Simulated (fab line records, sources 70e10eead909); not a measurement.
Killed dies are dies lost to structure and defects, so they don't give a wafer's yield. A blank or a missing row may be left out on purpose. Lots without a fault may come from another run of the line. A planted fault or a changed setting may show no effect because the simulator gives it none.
Which tool did it? | flow nand_harc | 12 lots, 36 wafers sampled, at 1 step of a route of 1302

WHAT THE GAUGES READ, wafer by wafer
NHARC_A_CHANNEL_HOLE_D1_OVL_MEAS_11. Usual: overlay_x_nm 0.1 nm, standard deviation 0.97; overlay_y_nm -0.2 nm, standard deviation 1.
lot  | measured     | on         | overlay_x_nm (nm) | overlay_y_nm (nm) | flag
L353 | day 9 03:14  | overlay-01 | 1.3 1.6 1.1       | 0.3 0.2 0.2       |
L355 | day 9 19:11  | overlay-01 | 0.4 0.4 0.4       | -0.3 0.0 -0.5     |
L357 | day 11 00:22 | overlay-02 | -0.9 -1.4 -0.8    | -1.9 -2.5 -2.2    |
L359 | day 11 00:48 | overlay-01 | -1.4 -1.2 -1.6    | -1.1 -0.9 -0.5    |
L362 | day 12 08:35 | overlay-02 | -0.4 -0.9 -1.3    | -0.6 -0.3 -0.7    |
L364 | day 13 06:57 | overlay-02 | 1.0 0.9 1.3       | -0.6 -0.9 -1.4    |
L365 | day 13 21:15 | overlay-01 | -0.2 1.1 0.7      | -0.4 -0.4 -0.8    |
L369 | day 15 15:31 | overlay-02 | -1.8 -1.7 -1.8    | -0.4 -0.2 -0.2    |
L370 | day 15 15:40 | overlay-02 | 1.6 1.9 2.1       | -0.2 0.0 0.1      |
L372 | day 17 01:01 | overlay-01 | -0.1 0.5 0.0      | -1.5 -1.5 -1.5    |
L374 | day 17 18:50 | overlay-01 | 1.4 1.4 1.0       | -0.8 -0.7 0.9     |
L375 | day 18 04:57 | overlay-02 | -0.2 -0.5 -0.3    | 1.3 1.0 1.2       |

WHICH TOOL RAN EACH LOT (tool, then ch and the chambers of the sampled wafers, then the start)
The record holds no process step before these readings.

WHAT THE TOOLS THEMSELVES READ (means of the sampled wafers that have a number; where no wafer has one, the mark that the record gives instead)
The record holds no such reading with a usual standard deviation.

THE ANSWER, worked out from the rows above alone
Rule: a lot is off if the mean of its wafers that have a number lies more than 3 standard deviations from the usual mean. A lot without any number at a reading at which 4 lots or more have one is off too. The other lots that the step has rows for count as sound. The gauges are gone through in route order, then the tools' own readings, and for those a lot's mean is taken as printed above. The first step at which some lot is off is used, and at that step the reading that is off furthest; a lot without a number counts as furthest.
No lot is off at any reading shown: from this, nothing can be told.

WHAT THE SIMULATOR HAD PUT IN
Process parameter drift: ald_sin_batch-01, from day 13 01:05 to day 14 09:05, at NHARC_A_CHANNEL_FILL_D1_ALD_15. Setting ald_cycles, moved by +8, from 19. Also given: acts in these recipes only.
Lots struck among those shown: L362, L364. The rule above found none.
